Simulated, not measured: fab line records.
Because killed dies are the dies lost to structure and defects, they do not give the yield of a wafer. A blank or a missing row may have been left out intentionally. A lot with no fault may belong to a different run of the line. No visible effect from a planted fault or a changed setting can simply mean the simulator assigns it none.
Which of the tools did it? | flow nand harc | 11 lots, 33 wafers sampled, at 8 steps of a route of 1159

== WHAT THE GAUGES READ, wafer by wafer ==
NHARC_A_ONON_D1_THK_MEAS_30: measures by ellipsometry.
lot  | measured     | on            | thk nm (nm)
L909 | day 8 06:04  | film metro-01 | 1005 1003 1005
L911 | day 8 18:19  | film metro-02 | 1013 1012 1012
L915 | day 9 13:07  | film metro-02 | 1002 1003 1003
L916 | day 10 03:01 | film metro-01 | 999 1001 1001
L917 | day 10 03:01 | film metro-02 | 1002 1002 1002
L918 | day 10 03:02 | film metro-01 | 1009 1011 1007
L920 | day 11 04:17 | film metro-02 | 986 987 986
L925 | day 11 20:10 | film metro-02 | 1012 1013 1013
L924 | day 11 20:19 | film metro-01 | 1003 1004 1006
L926 | day 12 03:04 | film metro-02 | 998 995 997
L931 | day 13 21:40 | film metro-02 | 1008 1010 1009

NHARC_A_CHANNEL_HOLE_D1_CD_MEAS_10: the cd target is 100 nm.
lot  | measured     | on        | cd nm (nm)
L909 | day 8 09:45  | cd sem-01 | 100.3 100.7 100.1
L911 | day 8 21:35  | cd sem-02 | 100.5 99.9 100.4
L915 | day 9 16:32  | cd sem-01 | 99.3 99.5 99.3
L916 | day 10 06:24 | cd sem-03 | 100.2 99.9 100.2
L917 | day 10 07:41 | cd sem-02 | 101.2 100.6 100.5
L918 | day 10 07:52 | cd sem-02 | 100.1 99.8 100.1
L920 | day 11 09:01 | cd sem-03 | 99.8 100.1 99.0
L925 | day 12 00:18 | cd sem-03 | 105.8 106.2 106.1
L924 | day 12 00:37 | cd sem-01 | 107.0 106.7 106.7
L926 | day 12 06:20 | cd sem-02 | 100.7 101.3 100.4
L931 | day 14 01:44 | cd sem-01 | 101.1 100.5 100.9

NHARC_A_CHANNEL_HOLE_D1_CD_MEAS_30.
lot  | measured     | on        | cd nm (nm)
L909 | day 8 16:40  | cd sem-03 | 89.9 92.6 92.3
L911 | day 9 04:28  | cd sem-02 | 88.1 89.8 90.1
L915 | day 9 23:26  | cd sem-02 | 89.2 88.4 89.0
L916 | day 10 13:17 | cd sem-02 | 90.8 91.4 89.2
L917 | day 10 15:13 | cd sem-01 | 89.9 90.4 91.2
L918 | day 10 17:28 | cd sem-01 | 91.0 89.7 90.5
L920 | day 11 19:14 | cd sem-03 | 89.1 89.4 89.9
L925 | day 12 07:10 | cd sem-03 | 94.8 96.5 96.0
L924 | day 12 10:21 | cd sem-01 | 95.6 95.9 96.7
L926 | day 12 13:25 | cd sem-02 | 93.1 90.0 92.6
L931 | day 14 08:38 | cd sem-03 | 90.4 91.3 90.0

NHARC_END_SORT_01.
lot  | measured     | on        | killed at array | killed at other | killed at periphery | killed dies | killed open | killed short
L911 | day 20 01:08 | prober-02 | 11 15 14        | 2 1 1           | 2 2 0               | 15 18 15    | 2 3 0       | 1 1 1
L925 | day 23 16:36 | prober-01 | 28 38 20        | 2 0 1           | 6 4 7               | 36 42 28    | 2 4 3       | 2 2 3
L924 | day 23 16:34 | prober-02 | 24 30           | 1 0             | 1 3                 | 26 33       | 6 4         | 2 1
L926 | day 24 01:08 | prober-02 | 12 13 11        | 0 0 0           | 5 4 6               | 17 17 17    | 3 4 7       | 2 3 1

== WHAT TOOL EACH LOT RAN ON (gives the tool, then ch and the chambers of the sampled wafers, and finally the start) ==
lot  | NHARC_A_CHANNEL_HOLE_D1_PEB_08    | NHARC_A_CHANNEL_HOLE_D1_ETCH_22  | NHARC_A_CHANNEL_HOLE_D1_ETCH_23  | NHARC_A_CHANNEL_HOLE_D1_XSEM_31
L909 | litho track-04 ch 0, day 8 09:40  | har etch-01 ch 0,1, day 8 11:59  | har etch-01 ch 0,1, day 8 12:34  | xsem-01 ch 0, day 8 16:46
L911 | litho track-06 ch 0, day 8 21:30  | har etch-02 ch 0,1, day 9 00:01  | har etch-02 ch 0,1, day 9 00:37  | xsem-02 ch 0, day 9 04:33
L915 | litho track-01 ch 0, day 9 16:26  | har etch-02 ch 0,1, day 9 18:58  | har etch-02 ch 0,1, day 9 19:34  | xsem-02 ch 0, day 9 23:32
L916 | litho track-06 ch 0, day 10 06:19 | har etch-02 ch 0,1, day 10 08:49 | har etch-02 ch 0,1, day 10 09:25 | xsem-01 ch 0, day 10 13:23
L917 | litho track-04 ch 0, day 10 07:37 | har etch-01 ch 0,1, day 10 10:07 | har etch-01 ch 0,1, day 10 10:40 | xsem-02 ch 0, day 10 15:19
L918 | litho track-01 ch 0, day 10 07:47 | har etch-02 ch 0,1, day 10 12:47 | har etch-02 ch 0,1, day 10 13:22 | xsem-01 ch 0, day 10 17:32
L920 | litho track-01 ch 0, day 11 08:56 | har etch-02 ch 0,1, day 11 14:40 | har etch-02 ch 0,1, day 11 15:15 | xsem-02 ch 0, day 11 19:20
L925 | litho track-01 ch 0, day 12 00:13 | har etch-02 ch 0,1, day 12 02:31 | har etch-02 ch 0,1, day 12 03:05 | xsem-01 ch 0, day 12 07:16
L924 | litho track-01 ch 0, day 12 00:32 | har etch-01 ch 0,1, day 12 05:43 | har etch-01 ch 0,1, day 12 06:17 | xsem-02 ch 0, day 12 10:27
L926 | litho track-04 ch 0, day 12 06:15 | har etch-02 ch 0,1, day 12 08:47 | har etch-02 ch 0,1, day 12 09:24 | xsem-01 ch 0, day 12 13:31
L931 | litho track-06 ch 0, day 14 01:39 | har etch-02 ch 0,1, day 14 03:59 | har etch-02 ch 0,1, day 14 04:34 | xsem-02 ch 0, day 14 08:44
- NHARC_A_CHANNEL_HOLE_D1_PEB_08: peb time 65 s.
- NHARC_A_CHANNEL_HOLE_D1_ETCH_22: etches the open film in C4F8/O2/Ar, time 666.7 s, target depth 1600 nm.
- NHARC_A_CHANNEL_HOLE_D1_ETCH_23: etches the open film in C4F8/O2/Ar, time 819 s, target depth 1600 nm.
- NHARC_A_CHANNEL_HOLE_D1_XSEM_31

== AS READ BY THE TOOLS THEMSELVES (means over the sampled wafers that have a number; for cases with no such wafer, the mark the record gives instead) ==
NHARC_A_CHANNEL_HOLE_D1_ETCH_22.
lot  | tool        | drypump motor current A (A) | showerhead plenum p Torr (Torr) | throttle valve pct (%)
L909 | har etch-01 | 5.72                        | 3.67                            | 32.145
L911 | har etch-02 | 6.09                        | 3.63                            | 32.153
L915 | har etch-02 | 5.96                        | 3.60                            | 32.150
L916 | har etch-02 | 6.08                        | 3.62                            | 32.163
L917 | har etch-01 | 5.70                        | 3.69                            | 32.153
L918 | har etch-02 | 5.94                        | 3.60                            | 32.152
L920 | har etch-02 | 5.95                        | 3.59                            | 32.159
L925 | har etch-02 | 6.08                        | 3.61                            | 32.161
L924 | har etch-01 | 5.71                        | 3.64                            | 32.153
L926 | har etch-02 | 6.08                        | 3.61                            | 32.152
L931 | har etch-02 | 6.09                        | 3.60                            | 32.158

NHARC_A_CHANNEL_HOLE_D1_ETCH_23.
lot  | tool        | drypump motor current A (A) | showerhead plenum p Torr (Torr) | throttle valve pct (%)
L909 | har etch-01 | 5.70                        | 3.67                            | 32.151
L911 | har etch-02 | 6.08                        | 3.63                            | 32.143
L915 | har etch-02 | 5.93                        | 3.60                            | 32.153
L916 | har etch-02 | 6.08                        | 3.62                            | 32.162
L917 | har etch-01 | 5.69                        | 3.69                            | 32.147
L918 | har etch-02 | 5.95                        | 3.60                            | 32.156
L920 | har etch-02 | 5.95                        | 3.59                            | 32.152
L925 | har etch-02 | 6.08                        | 3.61                            | 32.150
L924 | har etch-01 | 5.72                        | 3.64                            | 32.163
L926 | har etch-02 | 6.07                        | 3.61                            | 32.162
L931 | har etch-02 | 6.08                        | 3.60                            | 32.156

NHARC_A_CHANNEL_HOLE_D1_XSEM_31.
lot  | tool    | bot cd nm (nm) | bow nm (nm) | tilt deg (degrees)
L909 | xsem-01 | 76.1           | 8.6         | 0.02
L911 | xsem-02 | 74.9           | 9.5         | 0.09
L915 | xsem-02 | 74.1           | 8.9         | 0.05
L916 | xsem-01 | 75.3           | 8.9         | 0.09
L917 | xsem-02 | 74.6           | 8.7         | 0.04
L918 | xsem-01 | 75.2           | 8.6         | 0.07
L920 | xsem-02 | 74.6           | 8.9         | 0.07
L925 | xsem-01 | 80.1           | 8.2         | 0.08
L924 | xsem-02 | 79.8           | 8.6         | 0.05
L926 | xsem-01 | 76.5           | 9.2         | 0.13
L931 | xsem-02 | 75.7           | 8.7         | 0.07

== THE ANSWER, worked out from the rows above alone ==
Rule: usual is defined by the lots themselves. The widest of any qualifying gaps counts: lots, ordered by their means at a reading, are off when they make up no more than a third of the lots, leave a main group of 4 or more, and stand apart from it by 3 or more times the standard deviation of that group's means. The tables above print the reading to a certain number of digits; a main group whose means all agree to those digits is not used. A lot without any number at a reading at which 4 lots or more have one is off too. Where the step has rows for the other lots, those lots are counted as sound. Order of review: gauges by route order, followed by the tools' own readings, for which a lot's mean as printed above is used. At the first step where some lot is off, the reading lying furthest off is the one used; lots without a number count as furthest.
Off: L925, L924 (NHARC_A_CHANNEL_HOLE_D1_CD_MEAS_10, cd nm). Main group: mean 100.2 nm, sd 0.49.
A tool fits if, at a process step before that reading, it ran every lot that is off, and no sound lot after the first of them. Not tried: the gauges at NHARC_A_CHANNEL_HOLE_D1_CD_MEAS_10; whatever is off there is also off at NHARC_A_CHANNEL_HOLE_D1_XSEM_31, on other tools, and gauge error can't account for it. One fits: NHARC_A_CHANNEL_HOLE_D1_PEB_08 on litho track-01. Its last sound lot is L920 (day 11 08:56), its first lot that is off L925 (day 12 00:13): a fault that began between those two fits.

== WHAT THE SIMULATOR PUT IN ==
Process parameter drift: litho track-01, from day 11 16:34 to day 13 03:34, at NHARC_A_CHANNEL_HOLE_D1_PEB_08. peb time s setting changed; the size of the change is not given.
Lots struck among those shown: L925, L924. The rule above reached the same finding.
